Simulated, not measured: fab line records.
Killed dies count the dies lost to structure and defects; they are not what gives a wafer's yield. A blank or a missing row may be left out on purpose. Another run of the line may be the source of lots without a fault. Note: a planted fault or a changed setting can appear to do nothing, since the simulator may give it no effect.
Comparing a struck lot with a sound one :: flow n5Finfet :: 17 out of 1938 route steps
Sound: wafers L479.2, L479.3, L479.4. Wafers L496.2, L496.4, L496.5 were the ones struck. The cause is given at the end.
Each step with rows lists, per side, the tool, then ch with its chambers, then its first start. Under that, the readings that differ: sound wafers :: struck wafers :: difference of the means :: sigmas: that difference in standard deviations of wafers without a fault.
alike: a reading whose means differ by less than 2 such deviations, as well as words and numbers matching on both sides. not compared: withheld readings; readings where some wafer has no value; bounds like >300 that might hide an equal value; numbers whose values overlap and for which the record gives no deviation.
Wherever a step has rows on one side only, a row that says differs or no value, or a row with sigmas, the two part there. Non-overlapping numbers with no deviation appear without sigmas and do not part them. A reading missing from all wafers of one side parts the sides only when that side holds two or more wafers.

first, 2 steps without rows for these wafers: N5_BEOL_M3_PEB_09 (peb time 60 s); N5_BEOL_M3_DEVELOP_10 (develop time 30 s).
N5_BEOL_M3_CD_MEAS_11: target cd 17.05 nm.
  sound on cdSem-03 ch 0, day 8 15:08; struck on cdSem-01 ch 0, day 13 00:09
  alike: cdNm
N5_BEOL_M3_OVL_MEAS_12:
  sound on overlay-01 ch 0, day 8 15:10; struck on overlay-01 ch 0, day 13 00:11
  alike: M3_OVL
N5_BEOL_M3_INSPECT_13: inspects for defects (brightfield).
  struck on defectInspect-01, day 13 00:14; sound on defectInspect-01, day 8 15:13
reading: rawDefectCount
sound: 273 263 239
struck: 553 486 599
difference: +288
sigmas: +3
N5_BEOL_M3_DESCUM_16: chemistry O2, time 7 s.
  sound on rieDiel-01 ch 0,1,2, day 8 15:17; struck on rieDiel-03 ch 0,2,3, day 13 00:16
  alike: drypumpMotorCurrentA, oesProductAu, rfVppV, showerheadPlenumPTorr, throttleValvePct
  not compared: rfHoursCounterH
then, 1 step without rows for these wafers: N5_BEOL_M3_ETCH_74 (etches underlayer in N2/H2, target depth 6.5 nm, time 5.2 s).
N5_BEOL_M3_ETCH_63: etches SiARC in CF4, target depth 15.6 nm, time 26 s.
  sound on rieDiel-01 ch 0,1,2, day 8 15:20; struck on rieDiel-03 ch 0,2,3, day 13 00:19
  alike: drypumpMotorCurrentA, etchRfOnTimeS, oesProductAu, rfVppV, showerheadPlenumPTorr, throttleValvePct
  not compared: rfHoursCounterH
N5_BEOL_M3_ETCH_64: etches SOC in N2/H2, target depth 75 nm, overetch 15 nm, time 112.5 s.
  sound on rieDiel-01 ch 0,1,2, day 8 15:22; struck on rieDiel-03 ch 0,2,3, day 13 00:21
  alike: drypumpMotorCurrentA, oesProductAu, rfVppV, showerheadPlenumPTorr, throttleValvePct
  not compared: rfHoursCounterH
then, 2 steps without rows for these wafers: N5_BEOL_M3_STRIP_65 (strips in N2/H2); N5_BEOL_M3_STRIP_75 (strips in N2/H2).
N5_BEOL_M3_STRIP_66: strips in CF4.
  sound on rieDiel-01 ch 0,1,2, day 8 15:30; struck on rieDiel-03 ch 0,2,3, day 13 00:28
  alike: drypumpMotorCurrentA, oesProductAu, rfVppV, showerheadPlenumPTorr, throttleValvePct
  not compared: rfHoursCounterH
N5_BEOL_M3_HM_OPEN_17: chemistry Cl2/BCl3, target TiN, target depth 20 nm, overetch 6 nm.
  sound on rieMetal-02 ch 0,1, day 8 15:32; struck on rieMetal-02 ch 0,1, day 13 00:31
  no value came back on the struck wafers for any of 6 readings (bcl3FlowSccm (sccm), biasW (W) and others); on the sound wafers bcl3FlowSccm (sccm) reads 21.81 21.64 21.79
reading: model.SOC_of_BEOL_M3_COAT_61.thkNm (nm)
sound: 52 52.4 51.8
struck: 60 59.8 59.8
difference: +8
sigmas: 
  not compared: rfHoursCounterH
N5_BEOL_M3_STRIP_19: strips in O2.
  sound on rieDiel-02 ch 0,1,3, day 8 15:39; struck on rieDiel-01 ch 2,3, day 13 00:38
  alike: drypumpMotorCurrentA, oesProductAu, rfVppV, showerheadPlenumPTorr, throttleValvePct
  not compared: rfHoursCounterH
N5_BEOL_M3_CD_MEAS_18: pitch 36 nm, target cd 18 nm.
  struck on cdSem-03, day 13 00:42; sound on cdSem-01, day 8 15:44
reading: cdNm (nm)
sound: 17.7 17.9 18.0
struck: - - -
difference: no value on the struck wafers
sigmas: 
then, 1 step without rows for these wafers: N5_BEOL_M3_COAT_67 (time 60 s, resist thk 60 nm).
N5_BEOL_M4_RC_MEAS_101:
  the record has rows for the sound wafers here (prober-02 ch 0, day 9 10:51) and none for the struck ones

WHERE THEY PART
Earliest at N5_BEOL_M3_INSPECT_13; latest, in this record, at N5_BEOL_M4_RC_MEAS_101.

WHY: what the simulator had put in
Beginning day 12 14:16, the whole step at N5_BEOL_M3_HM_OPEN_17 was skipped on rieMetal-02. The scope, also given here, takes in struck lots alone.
